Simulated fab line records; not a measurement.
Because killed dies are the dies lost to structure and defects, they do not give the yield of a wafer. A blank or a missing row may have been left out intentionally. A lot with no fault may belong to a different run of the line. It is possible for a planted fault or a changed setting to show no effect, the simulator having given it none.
fab line records | flow nandHarc
[record] lots = 12 | wafers = 33 | lastDay = 25
route steps=1159 shown A_CHANNEL_FILL_D1@493 A_STAIRCASE@531 END@1159
lots that met no fault: taken from a fault-free run of the same line
startH: the number of hours between the record's first day and the start of the first shown wafer of the lot | waitH: hours from the lot's prior step to this one | " repeats the value in the row above | L1.1+2: a row that stands for several wafers | - either no value or no given start | * or withheld: withheld | < > ~ a bound
route shown NAME@n: NAME is a module with steps in the file, n the number in the route of the first one | usual: the fault-free wafers' mean and standard deviation | same: alike in all rows | chamber/n: place in a boat | sites: the reading at each site | _std_site: their standard deviation | _edge_site: inner sites' mean taken away from outer sites' mean | radiusMm: for every site, how far away it sits from the centre of the wafer | mask NAME#n: copy n | behind: the tool/chamber that last shaped the wafer | hold: what put the lot on hold/how long, in hours/how the hold closed | device: which transistor (n, p or np) failed to switch | end of line: the same wafers' tests at the end of the route | where a step has no rows: the recipe by itself | killed: dies that structure and defects cost at the first sort, which is not the same as the wafer's yield | map: shows each die of a wafer: x if killed, . if not, _ if none is there
set.NAME: the setting that was run; set.NAME@STEP: the one run at that earlier step | model.NAME: the simulator's own value behind a step, which no gauge read
steps of the route over a sample of lots; a table a step, a row a wafer
services: from which hour (startH, from the record's first day; less than 0 if before it) a tool's chamber was out of use, for how many hours, and why
[[steps]]
[step NHARC_A_CHANNEL_FILL_D1_ALD_03]
[recipe] targetThkA = 60 | pulseTimeS = 60 | aldCycles = 58 | tempC = 630 | pressureTorr = 2 | material = SiNx
[usual] precursorPulseHeightRel = 0.999/0.019
lot.wafer | tool           | chamber | startH | waitH | precursorPulseHeightRel
L837.3    | aldSinBatch-02 | 0       | -      | -     | 0.990
L837.4    | "              | 0       | "      | "     | 0.963
L837.5    | "              | 0       | "      | "     | 0.986
L838.1    | aldSinBatch-02 | 0       | -      | -     | 1.009
L838.4    | "              | 0       | "      | "     | 1.010
L838.5    | "              | 0       | "      | "     | 0.988
L839.2    | aldSinBatch-01 | 0       | -      | -     | 1.008
L839.4    | "              | 0       | "      | "     | 1.001
L839.6    | "              | 0       | "      | "     | 0.996
L843.3    | aldSinBatch-02 | 0       | -      | -     | 1.029
L843.4    | "              | 0       | "      | "     | 1.017
L843.5    | "              | 0       | "      | "     | 1.020
L844.4    | aldSinBatch-02 | 0       | -      | -     | 0.963
L844.5    | "              | 0       | "      | "     | 1.015
L844.6    | "              | 0       | "      | "     | 0.992
L847.1    | aldSinBatch-01 | 0       | -      | -     | 0.982
L847.4    | "              | 0       | "      | "     | 0.966
L847.5    | "              | 0       | "      | "     | 0.983
L853.3    | aldSinBatch-02 | 0       | -      | -     | 1.012
L853.5    | "              | 0       | "      | "     | 1.002
L855.3    | aldSinBatch-01 | 0       | -      | -     | 1.006
L855.4    | "              | 0       | "      | "     | 1.016
L856.3    | aldSinBatch-02 | 0       | -      | -     | 0.981
L856.4    | "              | 0       | "      | "     | 1.000
L858.1    | aldSinBatch-03 | 0       | -      | -     | 1.028
L858.2    | "              | 0       | "      | "     | 1.042
L858.4    | "              | 0       | "      | "     | 1.002
L860.1    | aldSinBatch-02 | 0       | -      | -     | 1.017
L860.4    | "              | 0       | "      | "     | 0.985
L860.6    | "              | 0       | "      | "     | 0.990
L859.1    | aldSinBatch-02 | 0       | -      | -     | 1.006
L859.3    | "              | 0       | "      | "     | 1.002
L859.5    | "              | 0       | "      | "     | 1.007
[step NHARC_A_CHANNEL_FILL_D1_ETCHBACK_08]
[recipe] targetDepthA = 2200 | timeS = 110 | c4f8FlowSccm = 20 | arFlowSccm = withheld | rfW = 600 | biasW = 300 | chemistry = C4F8
[usual] oesProductAu = 0.95/0.037 | rfVppV = 439.5/2.3
lot.wafer | tool       | chamber | startH | waitH | oesProductAu | rfHoursCounterH | rfVppV
L837.3    | rieDiel-11 | 0       | -      | -     | 0.96         | 1               | 444.4
L837.4    | "          | 2       | "      | "     | 0.98         | 1               | 437.8
L837.5    | "          | 3       | "      | "     | 0.98         | -               | 440.3
L838.1    | rieDiel-11 | 1       | -      | -     | 1.01         | 1               | 440.4
L838.4    | "          | 3       | "      | "     | 1.01         | 1               | 437.1
L838.5    | "          | 1       | "      | "     | 1.00         | -               | 439.9
L839.2    | rieDiel-11 | 3       | -      | -     | 0.94         | 1               | 437.2
L839.4    | "          | 1       | "      | "     | 0.93         | -               | 439.2
L839.6    | "          | 3       | "      | "     | 0.93         | -               | 437.5
L843.3    | rieDiel-11 | 3       | -      | -     | 1.01         | 2               | 436.8
L843.4    | "          | 1       | "      | "     | 1.00         | 2               | 439.3
L843.5    | "          | 3       | "      | "     | 1.02         | -               | 438.7
L844.4    | rieDiel-12 | 2       | -      | -     | 1.01         | 9               | 440.2
L844.6    | "          | 2       | "      | "     | 1.00         | -               | 438.4
L844.5    | "          | 3       | "      | "     | 0.99         | -               | 437.7
L847.4    | rieDiel-11 | 3       | -      | -     | 0.99         | 2               | 439.6
L847.1    | "          | 1       | "      | "     | 1.02         | 2               | 440.8
L847.5    | "          | 0       | "      | "     | 1.00         | -               | 444.9
L853.3    | rieDiel-09 | 3       | -      | -     | 0.92         | 2               | 437.3
L853.5    | "          | 3       | "      | "     | 0.93         | -               | 436.7
L855.3    | rieDiel-12 | 3       | -      | -     | 1.01         | 24              | 439.0
L855.4    | "          | 0       | "      | "     | 1.01         | 20              | 440.7
L856.4    | rieDiel-11 | 1       | -      | -     | 0.94         | 4               | 439.9
L856.3    | "          | 0       | "      | "     | 0.94         | 3               | 444.2
L858.1    | rieDiel-11 | 1       | -      | -     | 0.92         | 4               | 438.3
L858.2    | "          | 2       | "      | "     | 0.91         | 4               | 438.0
L858.4    | "          | 3       | "      | "     | 0.93         | 4               | 438.1
L860.4    | rieDiel-09 | 3       | -      | -     | 0.99         | 3               | 438.1
L860.1    | "          | 1       | "      | "     | 0.98         | 3               | 438.1
L860.6    | "          | 3       | "      | "     | 0.99         | -               | 437.0
L859.3    | rieDiel-11 | 0       | -      | -     | 0.94         | 4               | 443.1
L859.1    | "          | 1       | "      | "     | 0.92         | 4               | 440.6
L859.5    | "          | 3       | "      | "     | 0.93         | -               | 437.1
[step NHARC_A_STAIRCASE_ETCH_169]
[recipe] targetDepthA = 500 | timeS = 107.1 | ionEnergyEv = 120 | ch3fFlowSccm = 50 | o2FlowSccm = 30 | arFlowSccm = 200 | rfW = 500 | biasW = 100 | chemistry = CH3F/O2
[usual] ch3fFlowSccm = 50.00/0.14 | drypumpMotorCurrentA = 5.5/0.44 | oesProductAu = 0.953/0.019 | rfVppV = 243.8/1.4 | runLengthS = 128.3/0.49 | showerheadPlenumPTorr = 2.42/0.087 | throttleValvePct = 20.663/0.0094
lot.wafer | tool       | chamber | startH | waitH | ch3fFlowSccm | drypumpMotorCurrentA | oesProductAu | rfHoursCounterH | rfVppV | runLengthS | showerheadPlenumPTorr | throttleValvePct
L837.3    | rieDiel-02 | 0       | 235.27 | 0.1   | 50.03        | 6.0                  | 0.955        | 26              | 244.5  | 128.2      | 2.43                  | 20.648
L837.4    | "          | 1       | "      | "     | 50.01        | 5.5                  | 0.969        | 27              | 245.1  | 127.9      | 2.51                  | 20.675
L837.5    | "          | 1       | "      | "     | 49.89        | 5.5                  | 0.969        | -               | 243.9  | 128.0      | 2.51                  | 20.671
L838.1    | rieDiel-01 | 2       | 243.36 | 0.1   | 49.81        | 6.2                  | 0.958        | 40              | 243.4  | 127.8      | 2.39                  | 20.675
L838.4    | "          | 1       | "      | "     | 49.79        | 4.8                  | 0.959        | -               | 242.4  | 128.3      | 2.29                  | 20.668
L838.5    | "          | 2       | "      | "     | 50.08        | 6.2                  | 0.968        | -               | 243.0  | 128.2      | 2.39                  | 20.672
L839.2    | rieDiel-04 | 2       | 246.90 | 0.1   | 50.13        | 5.8                  | 0.993        | 48              | 243.6  | 129.3      | 2.44                  | 20.664
L839.4    | "          | 3       | "      | "     | 49.91        | 5.2                  | 0.965        | 40              | 242.4  | 127.9      | 2.36                  | 20.656
L839.6    | "          | 2       | "      | "     | 49.83        | 5.8                  | 0.991        | -               | 244.6  | 129.2      | 2.44                  | 20.656
L843.4    | rieDiel-02 | 3       | 263.38 | 0.1   | 49.84        | 5.4                  | 0.943        | 38              | 242.9  | 128.7      | 2.47                  | 20.671
L843.3    | "          | 0       | "      | "     | 50.10        | 5.9                  | 0.954        | 36              | 242.6  | 128.4      | 2.43                  | 20.661
L843.5    | "          | 3       | "      | "     | 49.86        | 5.4                  | 0.940        | -               | 242.7  | 128.3      | 2.47                  | 20.653
L844.4    | rieDiel-01 | 1       | 263.63 | 0.1   | 49.70        | 4.8                  | 0.938        | 40              | 240.2  | 128.4      | 2.29                  | 20.650
L844.5    | "          | 2       | "      | "     | 50.06        | 6.2                  | 0.939        | -               | 242.6  | 128.5      | 2.39                  | 20.654
L844.6    | "          | 3       | "      | "     | 49.95        | 5.3                  | 0.930        | -               | 244.7  | 128.0      | 2.49                  | 20.667
L847.4    | rieDiel-02 | 1       | 300.24 | 0.1   | 49.97        | 5.5                  | 0.936        | 48              | 243.4  | 127.5      | 2.50                  | 20.660
L847.1    | "          | 2       | "      | "     | 50.29        | 5.2                  | 0.946        | 51              | 239.6  | 129.2      | 2.28                  | 20.675
L847.5    | "          | 2       | "      | "     | 49.98        | 5.2                  | 0.936        | -               | 241.9  | 129.2      | 2.28                  | 20.663
L853.3    | rieDiel-04 | 2       | 326.71 | 0.1   | 50.14        | 5.8                  | 0.970        | 12              | 243.8  | 129.2      | 2.43                  | 20.656
L853.5    | "          | 3       | "      | "     | 50.01        | 5.2                  | 0.954        | -               | 241.9  | 127.8      | 2.35                  | 20.649
L855.3    | rieDiel-04 | 0       | 327.00 | 0.1   | 49.94        | 5.6                  | 0.966        | 10              | 244.3  | 129.0      | 2.45                  | 20.643
L855.4    | "          | 1       | "      | "     | 49.91        | 5.0                  | 0.958        | 11              | 245.0  | 128.4      | 2.46                  | 20.660
L856.3    | rieDiel-04 | 3       | 343.78 | 0.1   | 49.78        | 5.2                  | 0.965        | 19              | 244.2  | 127.7      | 2.34                  | 20.671
L856.4    | "          | 1       | "      | "     | 50.10        | 4.9                  | 0.950        | 19              | 243.6  | 127.8      | 2.45                  | 20.665
L858.4    | rieDiel-01 | 2       | 358.21 | 0.1   | 50.03        | 6.2                  | 0.987        | 13              | 243.8  | 127.8      | 2.38                  | 20.670
L858.2    | "          | 3       | "      | "     | 49.97        | 5.3                  | 0.953        | 13              | 245.6  | 128.2      | 2.48                  | 20.668
L858.1    | "          | 0       | "      | "     | 50.02        | 5.9                  | 0.958        | 11              | 242.7  | 128.5      | 2.29                  | 20.644
L860.4    | rieDiel-01 | 0       | 361.27 | 0.1   | 50.01        | 5.9                  | 0.967        | 12              | 241.9  | 128.3      | 2.29                  | 20.658
L860.1    | "          | 1       | "      | "     | 49.86        | 4.8                  | 0.966        | 12              | 247.8  | 128.1      | 2.66                  | 20.649
L860.6    | "          | 3       | "      | "     | 50.16        | 5.4                  | 0.965        | -               | 244.9  | 128.4      | 2.48                  | 20.663
L859.1    | rieDiel-02 | 0       | 369.75 | 0.1   | 49.92        | 6.0                  | 0.973        | 12              | 241.9  | 128.3      | 2.41                  | 20.640
L859.3    | "          | 1       | "      | "     | 49.92        | 5.5                  | 0.977        | 12              | 243.4  | 127.6      | 2.49                  | 20.660
L859.5    | "          | 1       | "      | "     | 49.72        | 5.5                  | 0.979        | -               | 245.8  | 127.6      | 2.49                  | 20.659
[step NHARC_A_STAIRCASE_ETCH_170]
[recipe] targetDepthA = 2000 | timeS = 66.667 | ionEnergyEv = 250 | c4f6FlowSccm = 25 | o2FlowSccm = 20 | arFlowSccm = 500 | rfW = 600 | biasW = 500 | chemistry = C4F6/O2
[usual] drypumpMotorCurrentA = 5.5/0.45 | oesProductAu = 0.974/0.016 | rfVppV = 545.3/2.8 | runLengthS = 87.9/0.47 | showerheadPlenumPTorr = 3.85/0.13 | throttleValvePct = 26.904/0.0085
lot.wafer | tool       | chamber | startH | waitH | drypumpMotorCurrentA | oesProductAu | rfHoursCounterH | rfVppV | runLengthS | showerheadPlenumPTorr | throttleValvePct
L837.4    | rieDiel-02 | 0       | 235.38 | -     | 6.0                  | 0.966        | 26              | 545.6  | 87.9       | 3.88                  | 26.895
L837.3    | "          | 1       | "      | "     | 5.5                  | 0.974        | 27              | 548.4  | 87.2       | 3.99                  | 26.918
L837.5    | "          | 0       | "      | "     | 6.0                  | 0.978        | -               | 546.0  | 87.6       | 3.88                  | 26.915
L838.1    | rieDiel-01 | 3       | 243.47 | -     | 5.4                  | 0.967        | 36              | 549.2  | 87.8       | 3.98                  | 26.897
L838.5    | "          | 3       | "      | "     | 5.4                  | 0.967        | -               | 546.6  | 87.8       | 3.98                  | 26.919
L838.4    | "          | 1       | "      | "     | 4.8                  | 0.966        | -               | 542.2  | 87.8       | 3.67                  | 26.911
L839.2    | rieDiel-04 | 1       | 247.03 | -     | 4.9                  | 0.997        | 48              | 548.6  | 88.0       | 3.94                  | 26.904
L839.4    | "          | 2       | "      | "     | 5.9                  | 1.007        | 48              | 545.6  | 88.8       | 3.89                  | 26.894
L839.6    | "          | 0       | "      | "     | 5.6                  | 0.953        | -               | 546.8  | 87.7       | 3.92                  | 26.883
L843.4    | rieDiel-02 | 3       | 263.54 | -     | 5.4                  | 0.971        | 38              | 546.9  | 88.3       | 3.93                  | 26.909
L843.3    | "          | 0       | "      | "     | 6.0                  | 0.977        | 36              | 544.4  | 87.8       | 3.88                  | 26.897
L843.5    | "          | 3       | "      | "     | 5.4                  | 0.970        | -               | 546.6  | 88.5       | 3.93                  | 26.900
L844.4    | rieDiel-01 | 3       | 263.93 | -     | 5.4                  | 0.981        | 44              | 548.5  | 87.4       | 3.97                  | 26.902
L844.5    | "          | 0       | "      | "     | 5.9                  | 0.993        | -               | 541.2  | 87.7       | 3.69                  | 26.902
L844.6    | "          | 1       | "      | "     | 4.8                  | 0.965        | -               | 541.2  | 87.9       | 3.67                  | 26.907
L847.1    | rieDiel-02 | 3       | 300.36 | -     | 5.4                  | 0.940        | 47              | 546.7  | 88.0       | 3.93                  | 26.890
L847.4    | "          | 2       | "      | "     | 5.2                  | 0.951        | 51              | 540.5  | 88.9       | 3.65                  | 26.915
L847.5    | "          | 0       | "      | "     | 6.0                  | 0.938        | -               | 544.8  | 87.9       | 3.87                  | 26.901
L853.3    | rieDiel-04 | 2       | 326.87 | -     | 5.9                  | 0.988        | 12              | 545.9  | 92.2       | 3.87                  | 26.893
L853.5    | "          | 0       | "      | "     | 5.6                  | 0.961        | -               | 547.0  | 88.2       | 3.91                  | 26.897
L855.3    | rieDiel-04 | 1       | 327.14 | -     | 5.0                  | 0.979        | 11              | 546.4  | 91.0       | 3.92                  | 26.893
L855.4    | "          | 3       | "      | "     | 5.3                  | 0.973        | 9               | 544.2  | 90.9       | 3.75                  | 26.900
L856.3    | rieDiel-04 | 3       | 344.41 | -     | 5.3                  | 0.977        | 19              | 543.2  | 90.8       | 3.75                  | 26.891
L856.4    | "          | 2       | "      | "     | 5.9                  | 0.983        | 20              | 546.1  | 92.2       | 3.87                  | 26.903
L858.4    | rieDiel-01 | 3       | 358.33 | -     | 5.4                  | 0.969        | 13              | 547.1  | 87.4       | 3.95                  | 26.899
L858.2    | "          | 0       | "      | "     | 5.9                  | 0.969        | 11              | 541.8  | 87.8       | 3.67                  | 26.906
L858.1    | "          | 1       | "      | "     | 4.8                  | 0.988        | 12              | 552.1  | 88.0       | 4.22                  | 26.900
L860.4    | rieDiel-01 | 0       | 361.38 | -     | 5.9                  | 0.980        | 12              | 542.0  | 88.3       | 3.67                  | 26.905
L860.1    | "          | 1       | "      | "     | 4.8                  | 0.972        | 12              | 552.7  | 87.9       | 4.22                  | 26.901
L860.6    | "          | 1       | "      | "     | 4.8                  | 0.960        | -               | 551.4  | 87.7       | 4.22                  | 26.917
L859.1    | rieDiel-02 | 1       | 369.87 | -     | 5.5                  | 0.996        | 12              | 547.1  | 87.1       | 3.97                  | 26.911
L859.3    | "          | 2       | "      | "     | 5.2                  | 1.000        | 11              | 553.2  | 89.0       | 4.22                  | 26.916
L859.5    | "          | 1       | "      | "     | 5.5                  | 1.005        | -               | 547.3  | 87.2       | 3.97                  | 26.879
[step NHARC_END_SORT_01]
[recipe] tempC = 25
[usual] killedAtArray = 27/11 | killedAtOther = 0.7/1.1 | killedAtPeriphery = 3.4/2.1 | killedDies = 31/12 | killedOpen = 3.6/2 | killedShort = 2.0/1.3
[same] grossDies = 677
lot.wafer | tool      | chamber | startH | waitH | killedAtArray | killedAtOther | killedAtPeriphery | killedDies | killedOpen | killedShort
L837.3    | prober-02 | 0       | 436.89 | 3.1   | 16            | 1             | 3                 | 20         | 4          | 2
L837.4    | prober-02 | 0       | 437.69 | 3.4   | 13            | 0             | 2                 | 15         | 2          | 4
L837.5    | prober-02 | 0       | 438.50 | 3.7   | 14            | 0             | 7                 | 21         | 6          | 2
L853.5    | prober-02 | 0       | 543.57 | 3.7   | 28            | 1             | 3                 | 32         | 3          | 4
L856.4    | prober-02 | 0       | 550.58 | 3.4   | 28            | 0             | 7                 | 35         | 4          | 1
L858.1    | prober-02 | 0       | 557.17 | 2.6   | 32            | 0             | 0                 | 32         | 2          | 1
L858.2    | prober-02 | 0       | 557.99 | 2.9   | 42            | 0             | 3                 | 45         | 5          | 2
L858.4    | prober-02 | 0       | 559.63 | 3.5   | 41            | 0             | 1                 | 42         | 3          | 1
// killed by level:class
L837.3 A_CHANNEL_HOLE_D1:chamberFilmFlake=4 A_STAIRCASE:chamberFilmFlake=3 A_SLIT:chamberFilmFlake=3 A_CHANNEL_FILL_D1:geometricParticle:open=2 A_CHANNEL_FILL_D1:chamberFilmFlake=2 P_GATE:geometricParticle:short=1 P_M0:geometricParticle:open=1 A_CHANNEL_FILL_D1:geometricParticle:short=1
L837.4 A_SLIT:chamberFilmFlake=3 A_ONON_D1:geometricParticle:short=2 A_STAIRCASE:chamberFilmFlake=2 A_CONTACT:chamberFilmFlake=2 P_M0:geometricParticle:open=1 A_WL_FILL:geometricParticle:short=1 A_M0:geometricParticle:short=1 A_M0:geometricParticle:open=1
L837.5 A_STAIRCASE:chamberFilmFlake=4 P_CONTACT:geometricParticle:open=2 P_M0:geometricParticle:open=2 P_BONDPAD:chamberFilmFlake=2 A_SLIT:chamberFilmFlake=2 A_ONON_D1:geometricParticle:short=1 A_ONON_D1:geometricParticle:open=1 A_CHANNEL_FILL_D1:geometricParticle:short=1
L853.5 A_CHANNEL_HOLE_D1:chamberFilmFlake=18 A_CONTACT:chamberFilmFlake=5 P_ZERO_WELL:chamberFilmFlake=2 P_CONTACT:geometricParticle:short=1 A_SOURCE_PLATE:geometricParticle:open=1 A_WL_FILL:geometricParticle:short=1 A_CONTACT:geometricParticle:open=1 A_CONTACT:geometricParticle:short=1
L856.4 A_CHANNEL_HOLE_D1:chamberFilmFlake=22 P_BONDPAD:chamberFilmFlake=4 A_M0:geometricParticle:open=2 A_CONTACT:chamberFilmFlake=2 P_CONTACT:geometricParticle:open=1 A_SGD_CUT:geometricParticle:open=1 A_CONTACT:geometricParticle:short=1 P_ZERO_WELL:chamberFilmFlake=1
L858.1 A_CHANNEL_HOLE_D1:chamberFilmFlake=19 A_ZERO_WELL:chamberFilmFlake=4 A_WL_FILL:chamberFilmFlake=2 A_CONTACT:chamberFilmFlake=2 A_CHANNEL_FILL_D1:geometricParticle:open=1 A_CONTACT:geometricParticle:short=1 A_CONTACT:geometricParticle:open=1 A_STAIRCASE:chamberFilmFlake=1
L858.2 A_CHANNEL_HOLE_D1:chamberFilmFlake=27 A_CONTACT:chamberFilmFlake=4 A_ZERO_WELL:chamberFilmFlake=3 A_SGD_CUT:chamberFilmFlake=3 A_CONTACT:geometricParticle:open=2 P_STI:geometricParticle:short=1 P_CONTACT:geometricParticle:open=1 A_CHANNEL_FILL_D1:geometricParticle:short=1
L858.4 A_CHANNEL_HOLE_D1:chamberFilmFlake=30 A_CONTACT:chamberFilmFlake=4 A_SGD_CUT:chamberFilmFlake=2 P_M0:geometricParticle:open=1 A_CHANNEL_FILL_D1:geometricParticle:open=1 A_WL_FILL:geometricParticle:short=1 A_M0:geometricParticle:open=1 A_ZERO_WELL:chamberFilmFlake=1
[[services]]
tool       | chamber | startH | hours | kind
rieDiel-09 | 2       | 170.48 | 10.0  | repair
rieDiel-12 | -       | 187.46 | 0.5   | repair
rieDiel-01 | 1       | 188.14 | 12.0  | repair
rieDiel-11 | -       | 189.50 | 9.0   | pm
rieDiel-12 | 1       | 196.11 | 8.9   | repair
rieDiel-12 | -       | 202.40 | 9.0   | pm
rieDiel-09 | 1       | 216.04 | 13.2  | repair
rieDiel-01 | 3       | 223.43 | 9.2   | repair
rieDiel-02 | 3       | 229.59 | 5.3   | repair
rieDiel-12 | 0       | 235.01 | 13.2  | repair
rieDiel-01 | 0       | 236.14 | 16.6  | repair
rieDiel-11 | 0       | 236.41 | 9.4   | repair
rieDiel-09 | 1       | 240.65 | 5.4   | repair
rieDiel-11 | -       | 247.68 | 3.4   | repair
rieDiel-09 | -       | 254.10 | 9.0   | pm
rieDiel-12 | 1       | 276.53 | 28.3  | repair
rieDiel-04 | -       | 288.94 | 9.0   | pm
rieDiel-04 | 3       | 308.63 | 6.8   | repair
rieDiel-01 | -       | 315.80 | 9.0   | pm
rieDiel-02 | -       | 328.71 | 9.0   | pm
rieDiel-09 | 0       | 337.46 | 6.1   | repair
rieDiel-04 | 3       | 359.07 | 13.1  | repair
rieDiel-11 | -       | 366.50 | 9.0   | pm
rieDiel-09 | 3       | 367.91 | 4.9   | repair
[[key]]
[firstSign] step = NHARC_A_STAIRCASE_ETCH_170 | reading = runLengthS | direction = up | sigmas = 7.5 | usual = * | struck = *
effect none on later readings
metAt NHARC_A_STAIRCASE_ETCH_170
struckLots L853,L855,L856
struckWafers L853.3,L855.3,L855.4,L856.3,L856.4
testerLeftOut L853,L855,L856
notActingAt NHARC_A_CHANNEL_FILL_D1_ALD_03,NHARC_A_CHANNEL_FILL_D1_ETCHBACK_08,NHARC_A_STAIRCASE_ETCH_169
onsetBetween 247.03 326.87
[fault] kind = processParameterDrift | tool = rieDiel-04 | chamber = - | onsetH = 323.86 | steps = NHARC_A_STAIRCASE_ETCH_170 | channel = timeS | offset = * | shape = step | endH = 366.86 | scope = struckWafersOnly | actsIn = * | stated = *
// testerLeftOut: of these lots the tester's yield and bins aren't shown, on N5 and GAA mostly nor the transistor test; their killed dies are dies lost to structure and defects alone, not to doping, threshold or leakage, so they don't give the yield
